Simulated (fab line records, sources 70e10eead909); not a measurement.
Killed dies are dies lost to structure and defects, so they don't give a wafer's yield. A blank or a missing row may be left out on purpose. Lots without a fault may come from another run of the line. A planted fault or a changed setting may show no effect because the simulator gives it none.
One fault seen from 2 desks | flow nand_harc | each desk has only its own numbers; what lay behind them comes last

THE METROLOGY DESK
What the gauges read, lot by lot, whatever tool the lot ran on: means of the sampled wafers that have a number. A lot is out of limits, marked OUT, if its mean lies more than 4 standard deviations from the usual mean; the brackets give that distance.
Columns: A = thk_nm at NHARC_A_DECK1_JOINT_THK_MEAS_17, usual 44.9 nm
lot  | first seen here | A
L196 | day 13 14:41    | 45.7
L197 | day 14 08:05    | 45.0
L198 | day 14 15:10    | 44.5
L199 | day 15 13:14    | 45.6
L201 | day 16 02:12    | 45.7
L202 | day 16 20:26    | 44.4
L204 | day 16 23:20    | 44.4
L206 | day 18 08:34    | 45.0
L210 | day 19 17:08    | 44.1
L209 | day 19 18:26    | 44.6
L211 | day 19 23:55    | 44.6
L214 | day 21 08:07    | 44.8
L215 | day 22 04:59    | 45.5
This desk's finding: nothing out of limits on any of the 13 lots.

THE TOOL OWNER'S DESK: rie_si-02
The tool's own readings at NHARC_A_DECK1_JOINT_ETCHBACK_00 (etches the open film in HBr, target depth 30 nm, time 17.4 s): means of the sampled wafers that have a number, for each lot that ran on this tool. A lot is out of limits, marked OUT, if its mean lies more than 4 standard deviations from the usual mean; the brackets give that distance.
Columns: A = drypump_motor_current_A at NHARC_A_DECK1_JOINT_ETCHBACK_00, usual 6.0 A; B = oes_product_au at NHARC_A_DECK1_JOINT_ETCHBACK_00, usual 0.998 a.u.; C = run_length_s at NHARC_A_DECK1_JOINT_ETCHBACK_00, usual 38.7 s; D = throttle_valve_pct at NHARC_A_DECK1_JOINT_ETCHBACK_00, usual 23.267 %
lot  | first seen here | A   | B     | C              | D
L202 | day 15 17:47    | 5.6 | 0.998 | 38.7           | 23.273
L204 | day 16 00:30    | 6.2 | 1.006 | 39.1           | 23.263
L210 | day 18 17:29    | 5.8 | 0.991 | 34.6 (-10) OUT | 23.267
L211 | day 19 01:01    | 5.7 | 0.995 | 34.4 (-11) OUT | 23.255
This desk's finding: out of limits on L210, L211; first on L210, day 18 17:29 (run_length_s at NHARC_A_DECK1_JOINT_ETCHBACK_00). In limits: L202, L204.

PUT TOGETHER
The tool owner's desk could have raised an alarm at day 18 17:29, on L210, L211.
The metrology desk saw nothing out of limits.
The metrology desk has L210, L211 on record, within its limits.
Of the lots named, all ran NHARC_A_DECK1_JOINT_ETCHBACK_00 on rie_si-02.

WHAT THE SIMULATOR HAD PUT IN
Process parameter drift: rie_si-02, from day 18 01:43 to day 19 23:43, at NHARC_A_DECK1_JOINT_ETCHBACK_00. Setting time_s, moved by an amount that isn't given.
Lots struck among those shown: L210, L211.
Hours from the fault's start to each desk's first reading out of limits: the tool owner's desk, 16.
